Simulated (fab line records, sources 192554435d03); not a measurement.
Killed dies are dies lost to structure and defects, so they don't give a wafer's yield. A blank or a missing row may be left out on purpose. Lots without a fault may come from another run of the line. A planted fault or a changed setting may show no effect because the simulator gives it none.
Split-lot experiment | flow n5_finfet | 7 lots, 39 wafers read, on a route of 1938 steps

THE SPLIT
At N5_SD_EPI_P_EPI_21 (deposits SiGe:B, time 355 s), the setting time_s was moved away from the recipe's 355 s on 12 of the 39 wafers read, by -46.6% to +19.9%. The other wafers ran this setting at the recipe's value.

FROM THE SPLIT TO THE READING: what the file shows between them, 6 steps
- N5_SD_EPI_P_EPI_MEAS_23
- N5_SD_EPI_P_HM_STRIP_48: strips SiNx in H3PO4, material SiNx, target depth 3 nm
- N5_SD_EPI_P_SRD_49: time 30 s
- N5_SD_EPI_P_PRECLEAN_24: cleans in O3/DIW, time 45 s
- N5_SD_ACTIVATION_RTA_00: time 0 s
- N5_SD_ACTIVATION_LSA_01: time 0.0008 s

THE READING
RS_SD_P, in ohm/sq, at N5_SD_ACTIVATION_RS_MEAS_03 (measures by four-point-probe). Fault-free wafers of this fab line usually give 55.9 ohm/sq, standard deviation 0.81 ohm/sq.

wafer  | tool, chamber at the split | time_s as run, s | against the recipe | RS_SD_P, ohm/sq | against lot-mates on the recipe
L074.1 | epi_rpcvd-03, 0            | 189.7            | -46.6%             | 94.7            | +39.8
L074.2 | epi_rpcvd-03, 0            | 355              | recipe             | 55.1            | -
L074.3 | epi_rpcvd-03, 0            | 355              | recipe             | 55.3            | -
L074.4 | epi_rpcvd-03, 0            | 355              | recipe             | 54.4            | -
L074.5 | epi_rpcvd-03, 0            | 189.7            | -46.6%             | 95.2            | +40.3
L074.6 | epi_rpcvd-03, 0            | 189.7            | -46.6%             | 94.3            | +39.4
L078.1 | epi_rpcvd-02, 0            | 191.9            | -45.9%             | 94.2            | +39.1
L078.2 | epi_rpcvd-02, 0            | 355              | recipe             | 54.9            | -
L078.3 | epi_rpcvd-02, 0            | 191.9            | -45.9%             | 95.2            | +40.1
L078.4 | epi_rpcvd-02, 0            | 191.9            | -45.9%             | 93.5            | +38.4
L078.5 | epi_rpcvd-02, 0            | 355              | recipe             | 55.4            | -
L078.6 | epi_rpcvd-02, 0            | 355              | recipe             | 55.0            | -
L083.2 | epi_rpcvd-03, 0            | 355              | recipe             | 57.3            | -
L083.4 | epi_rpcvd-03, 0            | 355              | recipe             | 57.0            | -
L083.6 | epi_rpcvd-03, 0            | 355              | recipe             | 56.9            | -
L085.1 | epi_rpcvd-04, 0            | 355              | recipe             | 56.1            | -
L085.2 | epi_rpcvd-04, 0            | 355              | recipe             | 55.0            | -
L085.3 | epi_rpcvd-04, 0            | 355              | recipe             | 55.3            | -
L085.4 | epi_rpcvd-04, 0            | 355              | recipe             | 54.7            | -
L085.5 | epi_rpcvd-04, 0            | 355              | recipe             | 56.0            | -
L085.6 | epi_rpcvd-04, 0            | 355              | recipe             | 55.1            | -
L091.1 | epi_rpcvd-04, 0            | 425.8            | +19.9%             | 50.3            | -6.2
L091.2 | epi_rpcvd-04, 0            | 355              | recipe             | 56.4            | -
L091.3 | epi_rpcvd-04, 0            | 355              | recipe             | 57.0            | -
L091.4 | epi_rpcvd-04, 0            | 425.8            | +19.9%             | 50.5            | -6.0
L091.5 | epi_rpcvd-04, 0            | 425.8            | +19.9%             | 49.7            | -6.8
L091.6 | epi_rpcvd-04, 0            | 355              | recipe             | 56.0            | -
L092.1 | epi_rpcvd-02, 0            | 355              | recipe             | 56.4            | -
L092.2 | epi_rpcvd-02, 0            | 355              | recipe             | 55.7            | -
L092.3 | epi_rpcvd-02, 0            | 355              | recipe             | 55.9            | -
L092.4 | epi_rpcvd-02, 0            | 355              | recipe             | 56.1            | -
L092.5 | epi_rpcvd-02, 0            | 355              | recipe             | 56.1            | -
L092.6 | epi_rpcvd-02, 0            | 355              | recipe             | 55.3            | -
L094.1 | epi_rpcvd-04, 0            | 355              | recipe             | 57.6            | -
L094.2 | epi_rpcvd-04, 0            | 297.3            | -16.3%             | 63.2            | +6.8
L094.3 | epi_rpcvd-04, 0            | 297.3            | -16.3%             | 63.6            | +7.2
L094.4 | epi_rpcvd-04, 0            | 355              | recipe             | 55.7            | -
L094.5 | epi_rpcvd-04, 0            | 355              | recipe             | 55.8            | -
L094.6 | epi_rpcvd-04, 0            | 297.3            | -16.3%             | 63.6            | +7.2

THE FIT
A straight line over all 39 wafers: RS_SD_P changes by -0.755 ohm/sq for each +1% of time_s; r = -0.97; the points scatter about the line by 3.3 ohm/sq.
The same after taking each lot's own level away (the mean of its wafers on the recipe; 39 wafers): -0.773 ohm/sq for each +1%; r = -0.98; scatter 3.3 ohm/sq.
On that fit, the largest move of time_s shifts the reading by 36 ohm/sq.
The lots' own levels span 54.93 to 57.07 ohm/sq, that is 2.6 times the standard deviation above.
So the lot-to-lot level changes the slope little: the two slopes agree.
Check: with one of the wafers moved furthest among these (-46.6%) left out of the fit, the line predicts +36.3 ohm/sq for it against its lot-mates. It came out at +39.8 ohm/sq against them.

OTHER SPLITS ON THESE WAFERS
These wafers also went through other splits before the reading. Each is held against what the fit with the lots' levels taken away leaves over:
other split on the same wafers          | wafers away from the commonest value | r with RS_SD_P (lot level and that fit taken away)
N5_ZERO_LAYER_DEVELOP_10 develop_time_s | 12                                   | -0.35
N5_FIN_SAQP_ETCH_69 target_depth_a      | 15                                   | +0.01

THE WHOLE CHAIN: every reading that the file lists as answering this split, in the file's order
step                        | what it does                                           | reading                                                                           | change (the file's fit)               | r (the file's)
N5_SD_EPI_P_EPI_21          | deposits SiGe:B, time 355 s                            | SiGe-B_of_SD_EPI_P_EPI_21.thk_nm (the simulator's own value, which no gauge read) | +0.535 nm for each +1% of the setting | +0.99
N5_SD_EPI_P_EPI_MEAS_23     |                                                        | thk_nm                                                                            | withheld for each +1% of the setting  | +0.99
N5_SD_EPI_P_HM_STRIP_48     | strips SiNx in H3PO4, material SiNx, target depth 3 nm | SiGe-B_of_SD_EPI_P_EPI_21.thk_nm (the simulator's own value, which no gauge read) | +0.532 nm for each +1% of the setting | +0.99
N5_SD_ACTIVATION_RS_MEAS_03 | measures by four-point-probe                           | RS_SD_P                                                                           | -0.789 for each +1% of the setting    | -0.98

THE FILE'S OWN FIT
RS_SD_P changes by -0.789 ohm/sq for each +1% of time_s, r = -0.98.
